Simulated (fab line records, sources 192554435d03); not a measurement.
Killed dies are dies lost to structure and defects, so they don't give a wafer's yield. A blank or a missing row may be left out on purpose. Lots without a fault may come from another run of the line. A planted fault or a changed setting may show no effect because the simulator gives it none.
Which tool did it? | flow n5_finfet | 22 lots, 66 wafers sampled, at 3 steps of a route of 1938

WHAT THE GAUGES READ, wafer by wafer
N5_STI_FIN_REVEAL_CD_MEAS_22: target cd 6.238 nm, pitch 28 nm.
lot  | measured    | on        | cd_nm (nm)
L074 | day 2 14:37 | cd_sem-01 | 6.48 6.03 5.90
L076 | day 3 06:55 | cd_sem-01 | 6.98 6.42 6.28
L077 | day 3 09:02 | cd_sem-01 | 6.69 6.25 6.30
L078 | day 3 13:05 | cd_sem-03 | 6.65 5.68 6.22
L079 | day 3 20:23 | cd_sem-02 | 6.25 6.24 5.98
L080 | day 4 00:22 | cd_sem-01 | 6.60 6.54 6.09
L082 | day 4 12:06 | cd_sem-01 | 5.97 6.08 6.07
L083 | day 4 18:56 | cd_sem-02 | 6.18 6.50 7.26
L084 | day 5 04:13 | cd_sem-01 | 6.77 6.29 6.31
L085 | day 5 11:14 | cd_sem-02 | 5.92 6.28 6.54
L086 | day 5 16:19 | cd_sem-02 | 6.11 6.19 6.16
L087 | day 5 21:25 | cd_sem-03 | 6.50 6.10 6.82
L088 | day 6 05:04 | cd_sem-01 | 6.08 6.03 6.23
L089 | day 6 07:22 | cd_sem-01 | 6.50 6.03 6.23
L090 | day 6 13:12 | cd_sem-02 | 5.96 6.07 6.12
L091 | day 6 19:13 | cd_sem-02 | 6.30 6.14 5.77
L092 | day 7 00:17 | cd_sem-01 | 6.05 6.17 6.16
L093 | day 7 08:31 | cd_sem-01 | 5.91 6.24 6.09
L094 | day 7 12:53 | cd_sem-02 | 6.33 5.83 6.17
L095 | day 7 21:23 | cd_sem-02 | 6.51 6.79 5.87
L096 | day 8 02:16 | cd_sem-02 | 6.29 6.28 6.27
L097 | day 8 08:05 | cd_sem-01 | 6.06 6.11 6.55

WHICH TOOL RAN EACH LOT (tool, then ch and the chambers of the sampled wafers, then the start)
lot  | N5_FIN_CUT_PRECLEAN_35            | N5_STI_FIN_REVEAL_ETCHBACK_08
L074 | vapor_etch-02 ch 0,1, day 2 05:38 | rie_diel-02 ch 1,2, day 2 11:42
L076 | vapor_etch-02 ch 0,1, day 2 21:58 | rie_diel-01 ch 0,2,3, day 3 03:59
L077 | vapor_etch-01 ch 0,1, day 2 22:58 | rie_diel-02 ch 0,1,3, day 3 06:07
L078 | vapor_etch-02 ch 0,1, day 3 03:29 | rie_diel-01 ch 1,2, day 3 10:09
L079 | vapor_etch-01 ch 0,1, day 3 09:47 | rie_diel-01 ch 0,1,2, day 3 17:16
L080 | vapor_etch-02 ch 0,1, day 3 15:23 | rie_diel-01 ch 1,2, day 3 21:25
L082 | vapor_etch-02 ch 0,1, day 4 03:03 | rie_diel-01 ch 1,2, day 4 09:11
L083 | vapor_etch-01 ch 1, day 4 09:35   | rie_diel-02 ch 1,2,3, day 4 16:01
L084 | vapor_etch-01 ch 0, day 4 18:59   | rie_diel-06 ch 2,3, day 5 01:17
L085 | vapor_etch-02 ch 0,1, day 5 01:31 | rie_diel-06 ch 1,2, day 5 08:13
L086 | vapor_etch-02 ch 0,1, day 5 07:20 | rie_diel-01 ch 0,1,2, day 5 13:24
L087 | vapor_etch-02 ch 0,1, day 5 12:26 | rie_diel-02 ch 0,1, day 5 18:28
L088 | vapor_etch-02 ch 0,1, day 5 19:31 | rie_diel-01 ch 1,2,3, day 6 02:04
L089 | vapor_etch-02 ch 0,1, day 5 22:15 | rie_diel-06 ch 0,2,3, day 6 04:27
L090 | vapor_etch-02 ch 1, day 6 04:01   | rie_diel-06 ch 0,2, day 6 10:17
L091 | vapor_etch-01 ch 0,1, day 6 09:50 | rie_diel-02 ch 0,1, day 6 16:14
L092 | vapor_etch-02 ch 0,1, day 6 14:50 | rie_diel-02 ch 1,3, day 6 21:17
L093 | vapor_etch-02 ch 0,1, day 6 23:02 | rie_diel-06 ch 0,1,2, day 7 05:33
L094 | vapor_etch-01 ch 0,1, day 7 03:21 | rie_diel-06 ch 1,2,3, day 7 09:58
L095 | vapor_etch-01 ch 0,1, day 7 11:53 | rie_diel-06 ch 0,1, day 7 18:26
L096 | vapor_etch-02 ch 0,1, day 7 15:39 | rie_diel-06 ch 1,3, day 7 23:20
L097 | vapor_etch-01 ch 0,1, day 7 22:53 | rie_diel-01 ch 0,2, day 8 05:09
- N5_FIN_CUT_PRECLEAN_35: cleans in vHF, time 13.3 s.
- N5_STI_FIN_REVEAL_ETCHBACK_08: etches SiO2 in C4F6/O2, target depth 30.5 nm, time 10.167 s.

WHAT THE TOOLS THEMSELVES READ (means of the sampled wafers that have a number; where no wafer has one, the mark that the record gives instead)
N5_FIN_CUT_PRECLEAN_35.
lot  | tool          | drypump_motor_current_A (A)
L074 | vapor_etch-02 | 5.38
L076 | vapor_etch-02 | 5.40
L077 | vapor_etch-01 | 5.82
L078 | vapor_etch-02 | 5.39
L079 | vapor_etch-01 | 5.71
L080 | vapor_etch-02 | 5.40
L082 | vapor_etch-02 | 5.38
L083 | vapor_etch-01 | 5.91
L084 | vapor_etch-01 | 5.62
L085 | vapor_etch-02 | 5.38
L086 | vapor_etch-02 | 5.40
L087 | vapor_etch-02 | 5.40
L088 | vapor_etch-02 | 5.40
L089 | vapor_etch-02 | 5.39
L090 | vapor_etch-02 | 5.38
L091 | vapor_etch-01 | 5.83
L092 | vapor_etch-02 | 5.41
L093 | vapor_etch-02 | 5.40
L094 | vapor_etch-01 | 5.81
L095 | vapor_etch-01 | 5.80
L096 | vapor_etch-02 | 5.40
L097 | vapor_etch-01 | 5.71

N5_STI_FIN_REVEAL_ETCHBACK_08.
lot  | tool        | drypump_motor_current_A (A) | oes_ar_750_au (a.u.) | oes_product_au (a.u.) | rf_fwd_power_W (W) | rf_vpp_V (V) | showerhead_plenum_p_Torr (Torr) | throttle_valve_pct (%)
L074 | rie_diel-02 | 6.0                         | 0.70                 | 0.71                  | 340.5              | 689          | 2.92                            | 21.12
L076 | rie_diel-01 | 5.7                         | 0.79                 | 0.79                  | 340.1              | 667          | 2.88                            | 21.26
L077 | rie_diel-02 | 5.7                         | 0.81                 | 0.80                  | 340.7              | 666          | 2.94                            | 21.14
L078 | rie_diel-01 | 6.0                         | 0.72                 | 0.72                  | 339.6              | 682          | 2.86                            | 21.25
L079 | rie_diel-01 | 6.0                         | 0.79                 | 0.79                  | 339.4              | 676          | 2.92                            | 21.13
L080 | rie_diel-01 | 5.9                         | 0.72                 | 0.72                  | 339.5              | 681          | 2.90                            | 21.27
L082 | rie_diel-01 | 6.0                         | 0.71                 | 0.71                  | 338.8              | 682          | 2.85                            | 21.27
L083 | rie_diel-02 | 5.7                         | 0.80                 | 0.80                  | 340.5              | 675          | 2.93                            | 21.08
L084 | rie_diel-06 | 5.6                         | 0.87                 | 0.88                  | 340.8              | 675          | 2.81                            | 21.16
L085 | rie_diel-06 | 6.2                         | 0.76                 | 0.77                  | 341.3              | 676          | 2.87                            | 21.38
L086 | rie_diel-01 | 6.0                         | 0.77                 | 0.78                  | 339.5              | 676          | 2.91                            | 21.15
L087 | rie_diel-02 | 5.7                         | 0.79                 | 0.79                  | 340.8              | 669          | 2.94                            | 21.35
L088 | rie_diel-01 | 5.8                         | 0.78                 | 0.79                  | 340.8              | 676          | 2.92                            | 21.28
L089 | rie_diel-06 | 5.8                         | 0.86                 | 0.86                  | 340.6              | 676          | 2.81                            | 21.26
L090 | rie_diel-06 | 5.9                         | 0.92                 | 0.93                  | 340.6              | 673          | 2.79                            | 21.12
L091 | rie_diel-02 | 5.8                         | 0.83                 | 0.82                  | 341.4              | 669          | 2.91                            | 21.13
L092 | rie_diel-02 | 5.5                         | 0.80                 | 0.80                  | 340.2              | 664          | 2.94                            | 21.31
L093 | rie_diel-06 | 6.1                         | 0.92                 | 0.93                  | 341.6              | 675          | 2.83                            | 21.19
L094 | rie_diel-06 | 5.9                         | 0.84                 | 0.84                  | 342.0              | 678          | 2.84                            | 21.27
L095 | rie_diel-06 | 6.3                         | 0.91                 | 0.93                  | 339.0              | 677          | 2.83                            | 21.29
L096 | rie_diel-06 | 6.1                         | 0.84                 | 0.84                  | 340.7              | 681          | 2.87                            | 21.33
L097 | rie_diel-01 | 5.9                         | 0.75                 | 0.75                  | 340.2              | 674          | 2.95                            | 21.18

THE ANSWER, worked out from the rows above alone
Rule: what is usual is taken from the lots themselves. Put in order of their means at a reading, lots are off if they are a third of the lots or fewer, leave a main group of 4 or more, and stand apart from it by a gap of 3 or more times the standard deviation of the main group's means; of several such gaps the widest counts. A main group whose means are all the same, to the digits that the tables above print for the reading, isn't used. A lot without any number at a reading at which 4 lots or more have one is off too. The other lots that the step has rows for count as sound. The gauges are gone through in route order, then the tools' own readings, and for those a lot's mean is taken as printed above. The first step at which some lot is off is used, and at that step the reading that is off furthest; a lot without a number counts as furthest.
No lot is off at any reading shown: from this, nothing can be told.

WHAT THE SIMULATOR HAD PUT IN
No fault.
